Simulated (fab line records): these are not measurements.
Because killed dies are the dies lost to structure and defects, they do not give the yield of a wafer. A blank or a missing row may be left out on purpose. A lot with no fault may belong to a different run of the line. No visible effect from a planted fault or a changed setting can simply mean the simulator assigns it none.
A sampling plan put to the test / flow n5-finfet / one fab line, 41 faults that these records tell of, each judged on the records of the lots that it struck; 1 more is left out, because the records don't allow judging it
Plan = the line's own looks (route steps where a gauge or an inspection reads the wafer without altering it). A look can be judged if struck wafers have a number there and the file gives its usual mean and standard deviation on fault-free wafers. Caught: at a look after the fault's first step, the mean of the struck wafers lies 4 or more of those standard deviations (sigma) from the usual mean. On the tool: here the same test is run on the tool's own readings at the fault's steps. Also counted as caught: the struck wafers showing another recipe, or a record that is empty for them alone.

## THE FAULTS, as the simulator had put them in
1. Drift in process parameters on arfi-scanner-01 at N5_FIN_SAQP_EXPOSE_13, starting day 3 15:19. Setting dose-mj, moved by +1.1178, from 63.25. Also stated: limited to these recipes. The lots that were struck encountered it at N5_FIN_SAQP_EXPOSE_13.
2. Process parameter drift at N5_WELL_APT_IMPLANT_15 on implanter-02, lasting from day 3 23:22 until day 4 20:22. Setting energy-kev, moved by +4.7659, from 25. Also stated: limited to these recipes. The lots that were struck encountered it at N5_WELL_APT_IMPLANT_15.
3. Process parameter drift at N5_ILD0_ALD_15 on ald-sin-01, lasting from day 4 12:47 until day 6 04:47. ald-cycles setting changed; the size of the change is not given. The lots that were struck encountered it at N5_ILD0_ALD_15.
4. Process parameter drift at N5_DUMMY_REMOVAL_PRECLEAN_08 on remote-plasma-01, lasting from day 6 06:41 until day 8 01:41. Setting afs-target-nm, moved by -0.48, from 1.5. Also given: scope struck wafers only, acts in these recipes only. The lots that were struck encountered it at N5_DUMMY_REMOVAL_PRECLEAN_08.
5. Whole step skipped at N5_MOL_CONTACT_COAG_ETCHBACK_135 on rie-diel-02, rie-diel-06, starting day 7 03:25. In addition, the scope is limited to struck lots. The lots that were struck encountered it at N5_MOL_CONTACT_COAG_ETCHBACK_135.
6. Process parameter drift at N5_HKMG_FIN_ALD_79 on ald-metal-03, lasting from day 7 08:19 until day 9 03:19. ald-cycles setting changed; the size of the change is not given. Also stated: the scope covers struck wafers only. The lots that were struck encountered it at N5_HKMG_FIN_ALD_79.
7. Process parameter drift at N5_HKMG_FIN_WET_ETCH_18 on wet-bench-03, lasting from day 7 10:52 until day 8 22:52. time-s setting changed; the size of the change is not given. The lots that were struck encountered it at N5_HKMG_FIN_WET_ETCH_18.
8. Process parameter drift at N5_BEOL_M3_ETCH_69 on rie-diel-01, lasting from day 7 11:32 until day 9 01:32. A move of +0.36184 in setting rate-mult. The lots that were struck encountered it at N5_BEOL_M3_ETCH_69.
9. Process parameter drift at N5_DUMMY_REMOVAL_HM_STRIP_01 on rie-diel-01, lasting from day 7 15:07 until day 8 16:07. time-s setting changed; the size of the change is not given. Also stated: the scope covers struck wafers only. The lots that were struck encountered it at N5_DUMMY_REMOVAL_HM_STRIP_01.
10. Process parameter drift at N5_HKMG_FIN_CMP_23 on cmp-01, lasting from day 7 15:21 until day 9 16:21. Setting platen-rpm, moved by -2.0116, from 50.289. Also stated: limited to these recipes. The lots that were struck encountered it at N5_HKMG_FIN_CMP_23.
11. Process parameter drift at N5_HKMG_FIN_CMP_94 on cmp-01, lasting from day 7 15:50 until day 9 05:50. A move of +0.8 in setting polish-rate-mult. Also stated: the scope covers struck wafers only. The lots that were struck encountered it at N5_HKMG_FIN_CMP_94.
12. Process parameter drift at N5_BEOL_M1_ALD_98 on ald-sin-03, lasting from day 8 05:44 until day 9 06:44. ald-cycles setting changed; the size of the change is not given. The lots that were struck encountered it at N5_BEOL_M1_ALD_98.
13. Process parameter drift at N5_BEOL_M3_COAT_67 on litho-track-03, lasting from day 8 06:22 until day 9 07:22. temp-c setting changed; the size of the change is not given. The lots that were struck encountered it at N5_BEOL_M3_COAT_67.
14. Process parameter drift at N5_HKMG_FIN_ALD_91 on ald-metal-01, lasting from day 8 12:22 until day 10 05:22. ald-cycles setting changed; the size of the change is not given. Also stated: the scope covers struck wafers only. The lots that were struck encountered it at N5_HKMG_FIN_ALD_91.
15. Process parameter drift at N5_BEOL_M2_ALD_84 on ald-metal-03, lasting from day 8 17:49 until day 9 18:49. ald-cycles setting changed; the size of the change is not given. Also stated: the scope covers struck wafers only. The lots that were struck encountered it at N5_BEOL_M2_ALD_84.
16. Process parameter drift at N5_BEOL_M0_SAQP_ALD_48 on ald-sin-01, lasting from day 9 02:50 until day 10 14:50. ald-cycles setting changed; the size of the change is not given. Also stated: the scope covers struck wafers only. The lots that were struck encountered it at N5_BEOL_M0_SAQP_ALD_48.
17. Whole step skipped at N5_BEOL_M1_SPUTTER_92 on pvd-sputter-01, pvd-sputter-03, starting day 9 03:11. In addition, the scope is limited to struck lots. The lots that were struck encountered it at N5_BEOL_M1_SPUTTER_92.
18. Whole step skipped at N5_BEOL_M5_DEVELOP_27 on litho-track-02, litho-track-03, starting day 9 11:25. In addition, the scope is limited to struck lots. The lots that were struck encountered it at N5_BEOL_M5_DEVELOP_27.
19. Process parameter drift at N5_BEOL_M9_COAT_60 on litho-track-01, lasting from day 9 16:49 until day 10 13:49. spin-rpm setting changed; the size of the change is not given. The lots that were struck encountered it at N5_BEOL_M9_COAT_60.
20. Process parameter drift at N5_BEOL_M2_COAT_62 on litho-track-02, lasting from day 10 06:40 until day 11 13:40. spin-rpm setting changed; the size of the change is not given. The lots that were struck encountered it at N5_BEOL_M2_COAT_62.
21. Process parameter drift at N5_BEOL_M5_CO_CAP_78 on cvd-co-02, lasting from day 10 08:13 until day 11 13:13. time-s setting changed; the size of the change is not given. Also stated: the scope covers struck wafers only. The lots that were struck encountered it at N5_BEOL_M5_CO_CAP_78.
22. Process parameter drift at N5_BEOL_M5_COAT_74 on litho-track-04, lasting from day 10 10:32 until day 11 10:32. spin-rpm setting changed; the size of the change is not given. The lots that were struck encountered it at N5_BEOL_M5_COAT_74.
23. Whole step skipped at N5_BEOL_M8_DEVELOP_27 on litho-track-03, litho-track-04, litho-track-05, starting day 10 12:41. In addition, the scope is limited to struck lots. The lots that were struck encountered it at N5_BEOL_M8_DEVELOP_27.
24. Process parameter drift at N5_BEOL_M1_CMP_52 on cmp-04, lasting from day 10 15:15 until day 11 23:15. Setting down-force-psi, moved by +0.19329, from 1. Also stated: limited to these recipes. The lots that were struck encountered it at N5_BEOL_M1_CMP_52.
25. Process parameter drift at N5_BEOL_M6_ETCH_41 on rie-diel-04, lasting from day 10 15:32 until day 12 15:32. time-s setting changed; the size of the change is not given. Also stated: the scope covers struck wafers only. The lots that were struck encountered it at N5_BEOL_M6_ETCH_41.
26. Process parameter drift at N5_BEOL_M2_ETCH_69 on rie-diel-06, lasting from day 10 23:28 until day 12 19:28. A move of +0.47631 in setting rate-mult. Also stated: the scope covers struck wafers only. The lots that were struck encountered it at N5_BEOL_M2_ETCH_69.
27. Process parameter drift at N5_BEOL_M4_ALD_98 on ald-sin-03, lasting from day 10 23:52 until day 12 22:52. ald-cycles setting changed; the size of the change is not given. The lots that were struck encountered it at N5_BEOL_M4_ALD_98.
28. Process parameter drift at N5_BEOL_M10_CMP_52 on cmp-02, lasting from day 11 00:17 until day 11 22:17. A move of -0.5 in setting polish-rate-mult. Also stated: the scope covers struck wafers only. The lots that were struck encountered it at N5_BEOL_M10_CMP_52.
29. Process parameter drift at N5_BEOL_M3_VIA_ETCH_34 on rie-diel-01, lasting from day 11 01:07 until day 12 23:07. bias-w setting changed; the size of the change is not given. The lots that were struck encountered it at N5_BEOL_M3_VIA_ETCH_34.
30. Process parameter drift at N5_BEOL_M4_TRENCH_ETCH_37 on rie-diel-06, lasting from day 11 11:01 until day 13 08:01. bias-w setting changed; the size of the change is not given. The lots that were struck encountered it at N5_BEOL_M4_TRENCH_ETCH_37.
31. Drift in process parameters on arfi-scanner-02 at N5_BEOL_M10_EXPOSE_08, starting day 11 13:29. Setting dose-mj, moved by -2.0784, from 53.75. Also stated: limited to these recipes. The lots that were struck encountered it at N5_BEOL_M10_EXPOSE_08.
32. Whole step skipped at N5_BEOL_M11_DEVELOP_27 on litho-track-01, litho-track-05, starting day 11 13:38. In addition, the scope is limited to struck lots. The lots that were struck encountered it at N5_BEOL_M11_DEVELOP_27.
33. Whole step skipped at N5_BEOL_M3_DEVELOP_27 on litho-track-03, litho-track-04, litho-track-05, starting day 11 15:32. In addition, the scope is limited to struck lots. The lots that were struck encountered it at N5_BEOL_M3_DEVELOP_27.
34. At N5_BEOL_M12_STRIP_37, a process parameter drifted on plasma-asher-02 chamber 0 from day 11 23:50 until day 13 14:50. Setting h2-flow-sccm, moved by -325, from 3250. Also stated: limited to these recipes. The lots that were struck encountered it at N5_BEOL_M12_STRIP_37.
35. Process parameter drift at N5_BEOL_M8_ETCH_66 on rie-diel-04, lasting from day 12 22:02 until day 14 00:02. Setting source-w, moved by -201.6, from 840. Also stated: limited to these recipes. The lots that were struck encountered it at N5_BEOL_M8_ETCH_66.
36. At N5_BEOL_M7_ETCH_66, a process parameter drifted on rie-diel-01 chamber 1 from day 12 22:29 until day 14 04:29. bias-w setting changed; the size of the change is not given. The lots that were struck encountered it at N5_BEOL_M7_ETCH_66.
37. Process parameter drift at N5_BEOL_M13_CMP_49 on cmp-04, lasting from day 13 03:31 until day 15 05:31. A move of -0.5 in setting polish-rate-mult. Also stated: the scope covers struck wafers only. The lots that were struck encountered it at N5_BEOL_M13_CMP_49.
38. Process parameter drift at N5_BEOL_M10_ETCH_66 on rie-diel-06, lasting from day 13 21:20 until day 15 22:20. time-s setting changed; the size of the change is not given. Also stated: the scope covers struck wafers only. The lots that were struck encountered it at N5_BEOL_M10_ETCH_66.
39. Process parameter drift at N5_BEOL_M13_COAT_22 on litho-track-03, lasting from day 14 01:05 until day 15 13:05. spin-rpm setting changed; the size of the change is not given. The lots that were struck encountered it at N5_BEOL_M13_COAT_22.
40. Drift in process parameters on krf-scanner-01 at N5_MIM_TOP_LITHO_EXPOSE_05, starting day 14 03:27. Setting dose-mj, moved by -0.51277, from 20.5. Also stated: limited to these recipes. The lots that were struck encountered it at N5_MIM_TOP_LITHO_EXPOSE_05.
41. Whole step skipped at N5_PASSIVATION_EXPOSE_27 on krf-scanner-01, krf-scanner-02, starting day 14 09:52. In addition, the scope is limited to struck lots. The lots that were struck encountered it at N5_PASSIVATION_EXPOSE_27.

## WHAT THE PLAN SAW
fault=1; on the tool itself=exposure-dose-mJ-cm2 +4.1 sigma; first look that catches it=not the one look that can be judged after it; reading, sigma=-; median hours from its first step to that look=-; hours from the fault's start to the first struck lot there=-; judged looks passed uncaught=1
fault=2; on the tool itself=beam-energy-keV +99 or beyond sigma; first look that catches it=none of the 2 looks that can be judged after it; reading, sigma=-; median hours from its first step to that look=-; hours from the fault's start to the first struck lot there=-; judged looks passed uncaught=2
fault=3; on the tool itself=under 2 sigma; first look that catches it=none of the 2 looks that can be judged after it; reading, sigma=-; median hours from its first step to that look=-; hours from the fault's start to the first struck lot there=-; judged looks passed uncaught=2
fault=4; on the tool itself=no reading that can be judged; first look that catches it=N5_BEOL_M4_RC_MEAS_101; reading, sigma=EOT_P +26; median hours from its first step to that look=84.4; hours from the fault's start to the first struck lot there=96; judged looks passed uncaught=2
fault=5; on the tool itself=the tool's record is blank for the struck wafers; first look that catches it=not the one look that can be judged after it; reading, sigma=-; median hours from its first step to that look=-; hours from the fault's start to the first struck lot there=-; judged looks passed uncaught=1
fault=6; on the tool itself=under 2 sigma; first look that catches it=not the one look that can be judged after it; reading, sigma=-; median hours from its first step to that look=-; hours from the fault's start to the first struck lot there=-; judged looks passed uncaught=1
fault=7; on the tool itself=under 2 sigma; first look that catches it=N5_BEOL_M4_RC_MEAS_101; reading, sigma=VT_N_LONG +43; median hours from its first step to that look=86.4; hours from the fault's start to the first struck lot there=91; judged looks passed uncaught=1
fault=8; on the tool itself=etch-rf-on-time-s -11 sigma; first look that catches it=not the one look that can be judged after it; reading, sigma=-; median hours from its first step to that look=-; hours from the fault's start to the first struck lot there=-; judged looks passed uncaught=1
fault=9; on the tool itself=under 2 sigma; first look that catches it=not the one look that can be judged after it; reading, sigma=-; median hours from its first step to that look=-; hours from the fault's start to the first struck lot there=-; judged looks passed uncaught=1
fault=10; on the tool itself=platen-rpm -55 sigma; first look that catches it=not the one look that can be judged after it; reading, sigma=-; median hours from its first step to that look=-; hours from the fault's start to the first struck lot there=-; judged looks passed uncaught=1
fault=11; on the tool itself=under 2 sigma; first look that catches it=none of the 2 looks that can be judged after it; reading, sigma=-; median hours from its first step to that look=-; hours from the fault's start to the first struck lot there=-; judged looks passed uncaught=2
fault=12; on the tool itself=under 2 sigma; first look that catches it=not the one look that can be judged after it; reading, sigma=-; median hours from its first step to that look=-; hours from the fault's start to the first struck lot there=-; judged looks passed uncaught=1
fault=13; on the tool itself=plate-temp-C -30 sigma; first look that catches it=none of the 2 looks that can be judged after it; reading, sigma=-; median hours from its first step to that look=-; hours from the fault's start to the first struck lot there=-; judged looks passed uncaught=2
fault=14; on the tool itself=under 2 sigma; first look that catches it=not the one look that can be judged after it; reading, sigma=-; median hours from its first step to that look=-; hours from the fault's start to the first struck lot there=-; judged looks passed uncaught=1
fault=15; on the tool itself=under 2 sigma; first look that catches it=not the one look that can be judged after it; reading, sigma=-; median hours from its first step to that look=-; hours from the fault's start to the first struck lot there=-; judged looks passed uncaught=1
fault=16; on the tool itself=under 2 sigma; first look that catches it=none of the 2 looks that can be judged after it; reading, sigma=-; median hours from its first step to that look=-; hours from the fault's start to the first struck lot there=-; judged looks passed uncaught=2
fault=17; on the tool itself=the tool's record is blank for the struck wafers; first look that catches it=not the one look that can be judged after it; reading, sigma=-; median hours from its first step to that look=-; hours from the fault's start to the first struck lot there=-; judged looks passed uncaught=1
fault=18; on the tool itself=the tool's record is blank for the struck wafers; first look that catches it=no look after it can be judged; reading, sigma=-; median hours from its first step to that look=-; hours from the fault's start to the first struck lot there=-; judged looks passed uncaught=0
fault=19; on the tool itself=spin-speed-rpm +99 or beyond sigma; first look that catches it=none of the 2 looks that can be judged after it; reading, sigma=-; median hours from its first step to that look=-; hours from the fault's start to the first struck lot there=-; judged looks passed uncaught=2
fault=20; on the tool itself=spin-speed-rpm +99 or beyond sigma; first look that catches it=not the one look that can be judged after it; reading, sigma=-; median hours from its first step to that look=-; hours from the fault's start to the first struck lot there=-; judged looks passed uncaught=1
fault=21; on the tool itself=run-length-s +62 sigma; first look that catches it=no look after it can be judged; reading, sigma=-; median hours from its first step to that look=-; hours from the fault's start to the first struck lot there=-; judged looks passed uncaught=0
fault=22; on the tool itself=spin-speed-rpm +99 or beyond sigma; first look that catches it=no look after it can be judged; reading, sigma=-; median hours from its first step to that look=-; hours from the fault's start to the first struck lot there=-; judged looks passed uncaught=0
fault=23; on the tool itself=the tool's record is blank for the struck wafers; first look that catches it=no look after it can be judged; reading, sigma=-; median hours from its first step to that look=-; hours from the fault's start to the first struck lot there=-; judged looks passed uncaught=0
fault=24; on the tool itself=head-pressure-psi +83 sigma; first look that catches it=not the one look that can be judged after it; reading, sigma=-; median hours from its first step to that look=-; hours from the fault's start to the first struck lot there=-; judged looks passed uncaught=1
fault=25; on the tool itself=run-length-s +52 sigma; first look that catches it=no look after it can be judged; reading, sigma=-; median hours from its first step to that look=-; hours from the fault's start to the first struck lot there=-; judged looks passed uncaught=0
fault=26; on the tool itself=etch-rf-on-time-s -12 sigma; first look that catches it=none of the 2 looks that can be judged after it; reading, sigma=-; median hours from its first step to that look=-; hours from the fault's start to the first struck lot there=-; judged looks passed uncaught=2
fault=27; on the tool itself=under 2 sigma; first look that catches it=not the one look that can be judged after it; reading, sigma=-; median hours from its first step to that look=-; hours from the fault's start to the first struck lot there=-; judged looks passed uncaught=1
fault=28; on the tool itself=overpolish-run-s -99 or beyond sigma; first look that catches it=N5_BEOL_M10_THK_MEAS_53; reading, sigma=M10_THK +30; median hours from its first step to that look=0.3; hours from the fault's start to the first struck lot there=14; judged looks passed uncaught=0
fault=29; on the tool itself=bias-w +33 sigma; first look that catches it=not the one look that can be judged after it; reading, sigma=-; median hours from its first step to that look=-; hours from the fault's start to the first struck lot there=-; judged looks passed uncaught=1
fault=30; on the tool itself=bias-w +12 sigma; first look that catches it=not the one look that can be judged after it; reading, sigma=-; median hours from its first step to that look=-; hours from the fault's start to the first struck lot there=-; judged looks passed uncaught=1
fault=31; on the tool itself=exposure-dose-mJ-cm2 -9.5 sigma; first look that catches it=no look after it can be judged; reading, sigma=-; median hours from its first step to that look=-; hours from the fault's start to the first struck lot there=-; judged looks passed uncaught=0
fault=32; on the tool itself=the tool's record is blank for the struck wafers; first look that catches it=no look after it can be judged; reading, sigma=-; median hours from its first step to that look=-; hours from the fault's start to the first struck lot there=-; judged looks passed uncaught=0
fault=33; on the tool itself=the tool's record is blank for the struck wafers; first look that catches it=no look after it can be judged; reading, sigma=-; median hours from its first step to that look=-; hours from the fault's start to the first struck lot there=-; judged looks passed uncaught=0
fault=34; on the tool itself=h2-flow-sccm -34 sigma; first look that catches it=no look after it can be judged; reading, sigma=-; median hours from its first step to that look=-; hours from the fault's start to the first struck lot there=-; judged looks passed uncaught=0
fault=35; on the tool itself=rf-fwd-power-W -68 sigma; first look that catches it=no look after it can be judged; reading, sigma=-; median hours from its first step to that look=-; hours from the fault's start to the first struck lot there=-; judged looks passed uncaught=0
fault=36; on the tool itself=bias-w +99 or beyond sigma; first look that catches it=not the one look that can be judged after it; reading, sigma=strongest: trench-depth-nm at N5_BEOL_M7_OCD_MEAS_38, +2.0; median hours from its first step to that look=-; hours from the fault's start to the first struck lot there=-; judged looks passed uncaught=1
fault=37; on the tool itself=overpolish-run-s -99 or beyond sigma; first look that catches it=N5_BEOL_M13_THK_MEAS_50; reading, sigma=M13_THK +64; median hours from its first step to that look=0.2; hours from the fault's start to the first struck lot there=11; judged looks passed uncaught=0
fault=38; on the tool itself=run-length-s +26 sigma; first look that catches it=no look after it can be judged; reading, sigma=-; median hours from its first step to that look=-; hours from the fault's start to the first struck lot there=-; judged looks passed uncaught=0
fault=39; on the tool itself=spin-speed-rpm +99 or beyond sigma; first look that catches it=not the one look that can be judged after it; reading, sigma=-; median hours from its first step to that look=-; hours from the fault's start to the first struck lot there=-; judged looks passed uncaught=1
fault=40; on the tool itself=exposure-dose-mJ-cm2 -22 sigma; first look that catches it=no look after it can be judged; reading, sigma=-; median hours from its first step to that look=-; hours from the fault's start to the first struck lot there=-; judged looks passed uncaught=0
fault=41; on the tool itself=no reading that can be judged; first look that catches it=no look after it can be judged; reading, sigma=-; median hours from its first step to that look=-; hours from the fault's start to the first struck lot there=-; judged looks passed uncaught=0
Dash: fault not caught, or number not given in these records.

Caught at a look: 4 of 41. Caught on the tool: 29 of 41. By one or the other: 31 of 41.
Faults 1, 2, 5, 8, 10, 13, 17, 18, 19, 20, 21, 22, 23, 24, 25, 26, 29, 30, 31, 32, 33, 34, 35, 36, 38, 39, 40 were caught on the tool alone.
Caught at a look alone: faults 4, 7.
Caught by neither: faults 3, 6, 9, 11, 12, 14, 15, 16, 27, 41.

## THINNER SAMPLING
Were the look that catches a fault to measure just every second or every third lot (counted by lot number), the first struck lot would, at worst, be measured this late:
fault=4; struck lots at that look, in order of time=L394; every lot=96 h; every second lot=may miss it; every third lot=may miss it
fault=7; struck lots at that look, in order of time=L863, L864; every lot=91 h; every second lot=102 h; every third lot=may miss all 2
fault=28; struck lots at that look, in order of time=L460; every lot=14 h; every second lot=may miss it; every third lot=may miss it
fault=37; struck lots at that look, in order of time=L747, L750, L751; every lot=11 h; every second lot=22 h; every third lot=may miss all 3
Hours are from the fault's start to the first struck lot that is measured. The test against the limit of 4 sigma pooled every struck wafer, which means one lot taken alone may stay below that limit. Other struck lots may not be in these records.

## THE LONGEST TIMED WAY FROM STEP TO LOOK
For fault 7, N5_HKMG_FIN_WET_ETCH_18 and N5_BEOL_M4_RC_MEAS_101 are separated by a median of 86.4 hours. The look between them that can be judged stayed within 4 sigma: N5_BEOL_M4_RS_MEAS_58.
